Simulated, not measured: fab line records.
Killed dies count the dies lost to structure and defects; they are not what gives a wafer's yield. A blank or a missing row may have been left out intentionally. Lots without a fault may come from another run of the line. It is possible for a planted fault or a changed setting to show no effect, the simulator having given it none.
Which of the tools did it? + flow n5_finfet + Sampling: 11 lots, 31 wafers, 3 of 1938 route steps

== WHAT THE GAUGES READ, wafer by wafer ==
N5_BEOL_M8_THK_MEAS_53: measures by xrf. Usual: M8_THK gives 81 nm (standard deviation 3).
| lot  | measured     | on            | M8_THK (nm) | flag |
|------|--------------|---------------|-------------|------|
| L579 | day 9 11:11  | film_metro-01 | 79 84 80    |      |
| L580 | day 10 20:28 | film_metro-01 | 79 84 83    |      |
| L582 | day 10 22:10 | film_metro-01 | 81 81 83    |      |
| L586 | day 11 14:40 | film_metro-02 | 79 78 79    |      |
| L584 | day 11 16:59 | film_metro-02 | 84 81 82    |      |
| L587 | day 12 06:20 | film_metro-01 | 82 81 86    |      |
| L589 | day 12 19:19 | film_metro-02 | 81 78       |      |
| L591 | day 12 23:32 | film_metro-01 | 82 82 78    |      |
| L590 | day 13 07:07 | film_metro-01 | 82 77 76    |      |
| L593 | day 13 12:56 | film_metro-01 | 86 87 89    |      |
| L594 | day 13 19:28 | film_metro-02 | 80 82       |      |

== WHAT TOOL EACH LOT RAN ON (gives the tool, then ch and the chambers of the sampled wafers, and finally the start) ==
| lot  | N5_BEOL_M8_ETCH_72                 | N5_BEOL_M8_CVD_78                |
|------|------------------------------------|----------------------------------|
| L579 | rie_diel-04 ch 2,3, day 9 07:23    | cvd_co-01 ch 0,1,2, day 9 10:15  |
| L580 | rie_diel-04 ch 1,3, day 10 15:58   | cvd_co-01 ch 0,1,2, day 10 19:01 |
| L582 | rie_diel-06 ch 2,3, day 10 18:46   | cvd_co-02 ch 0,1,2, day 10 20:38 |
| L586 | rie_diel-01 ch 1,3, day 11 11:56   | cvd_co-02 ch 0,1, day 11 13:41   |
| L584 | rie_diel-01 ch 0,1, day 11 12:20   | cvd_co-01 ch 0,1,2, day 11 14:05 |
| L587 | rie_diel-06 ch 0,2,3, day 12 02:17 | cvd_co-02 ch 0,1,2, day 12 05:19 |
| L589 | rie_diel-01 ch 0,1, day 12 16:13   | cvd_co-01 ch 0,2, day 12 18:19   |
| L591 | rie_diel-04 ch 1,2, day 12 20:47   | cvd_co-02 ch 0,2, day 12 22:35   |
| L590 | rie_diel-01 ch 0,2, day 13 04:16   | cvd_co-01 ch 0,1, day 13 05:57   |
| L593 | rie_diel-06 ch 1,2, day 13 10:27   | cvd_co-02 ch 0,2, day 13 11:55   |
| L594 | rie_diel-01 ch 2,3, day 13 16:50   | cvd_co-01 ch 0,2, day 13 18:23   |
- N5_BEOL_M8_ETCH_72: etches underlayer in N2/H2, target depth 6.5 nm, time 5.2 s.
- N5_BEOL_M8_CVD_78: deposits Co from CCTBA/H2, target thk 2 nm, time 142.3 s.

== AS READ BY THE TOOLS THEMSELVES (means over the sampled wafers that have a number; for cases with no such wafer, the mark the record gives instead) ==
N5_BEOL_M8_ETCH_72. Usual: bias_w 150.0 W, standard deviation 0.5; drypump_motor_current_A 5.7 A, standard deviation 0.34; etch_rf_on_time_s 5.19 s, standard deviation 0.19; oes_product_au 0.68 a.u., standard deviation 0.065; rf_vpp_V 524.8 V, standard deviation 2.4; showerhead_plenum_p_Torr 2.58 Torr, standard deviation 0.078; throttle_valve_pct 17.91 %, standard deviation 0.27.
| lot  | tool        | bias_w (W) | drypump_motor_current_A (A) | etch_rf_on_time_s (s) | oes_product_au (a.u.) | rf_vpp_V (V) | showerhead_plenum_p_Torr (Torr) | throttle_valve_pct (%) | flag |
|------|-------------|------------|-----------------------------|-----------------------|-----------------------|--------------|---------------------------------|------------------------|------|
| L579 | rie_diel-04 | 150.4      | 6.0                         | 5.18                  | 0.65                  | 523.4        | 2.50                            | 17.62                  |      |
| L580 | rie_diel-04 | 150.1      | 5.9                         | 5.25                  | 0.64                  | 521.8        | 2.46                            | 17.59                  |      |
| L582 | rie_diel-06 | 150.2      | 5.9                         | 5.09                  | 0.69                  | 523.3        | 2.55                            | 17.74                  |      |
| L586 | rie_diel-01 | 150.2      | 5.6                         | 5.29                  | 0.66                  | 525.2        | 2.58                            | 18.15                  |      |
| L584 | rie_diel-01 | 149.7      | 5.3                         | 5.05                  | 0.69                  | 525.2        | 2.62                            | 18.14                  |      |
| L587 | rie_diel-06 | 149.3      | 5.8                         | 5.17                  | 0.68                  | 524.1        | 2.53                            | 17.81                  |      |
| L589 | rie_diel-01 | 150.0      | 5.3                         | 5.17                  | 0.66                  | 526.1        | 2.62                            | 18.22                  |      |
| L591 | rie_diel-04 | 149.7      | 5.5                         | 5.03                  | 0.59                  | 524.4        | 2.58                            | 17.73                  |      |
| L590 | rie_diel-01 | 149.7      | 5.6                         | 5.28                  | 0.74                  | 526.8        | 2.68                            | 18.00                  |      |
| L593 | rie_diel-06 | 150.4      | 5.8                         | 4.88                  | 0.73                  | 524.5        | 2.55                            | 17.82                  |      |
| L594 | rie_diel-01 | 150.2      | 5.7                         | 5.36                  | 0.70                  | 526.5        | 2.63                            | 18.02                  |      |

N5_BEOL_M8_CVD_78. Usual: 165.0 s for run_length_s, sd 0.34.
| lot  | tool      | run_length_s (s) | flag |
|------|-----------|------------------|------|
| L579 | cvd_co-01 | 164.9            |      |
| L580 | cvd_co-01 | 164.9            |      |
| L582 | cvd_co-02 | 165.1            |      |
| L586 | cvd_co-02 | 165.4            |      |
| L584 | cvd_co-01 | 164.7            |      |
| L587 | cvd_co-02 | 165.2            |      |
| L589 | cvd_co-01 | 165.0            |      |
| L591 | cvd_co-02 | 165.0            |      |
| L590 | cvd_co-01 | 165.0            |      |
| L593 | cvd_co-02 | 164.9            |      |
| L594 | cvd_co-01 | 129.7            | OFF  |

== THE ANSWER, worked out from the rows above alone ==
Rule: lot off if the mean of its wafers having a number is beyond 3 standard deviations from the usual mean. A lot without any number at a reading at which 4 lots or more have one is off too. All remaining lots with rows at the step are treated as sound. First the gauges in route order, then the tools' own readings, where a lot's mean is used as printed above. The first step at which some lot is off is used, and at that step the reading that is off furthest; a lot without a number counts as furthest.
Off: L594, at N5_BEOL_M8_CVD_78 (run_length_s).
A tool fits if, at that step or a process step before it, it ran every lot that is off, and no sound lot after the first of them. Can't be told from this: 2 tools fit, rie_diel-01 at N5_BEOL_M8_ETCH_72, cvd_co-01 at N5_BEOL_M8_CVD_78.

== WHAT THE SIMULATOR HAD PUT IN ==
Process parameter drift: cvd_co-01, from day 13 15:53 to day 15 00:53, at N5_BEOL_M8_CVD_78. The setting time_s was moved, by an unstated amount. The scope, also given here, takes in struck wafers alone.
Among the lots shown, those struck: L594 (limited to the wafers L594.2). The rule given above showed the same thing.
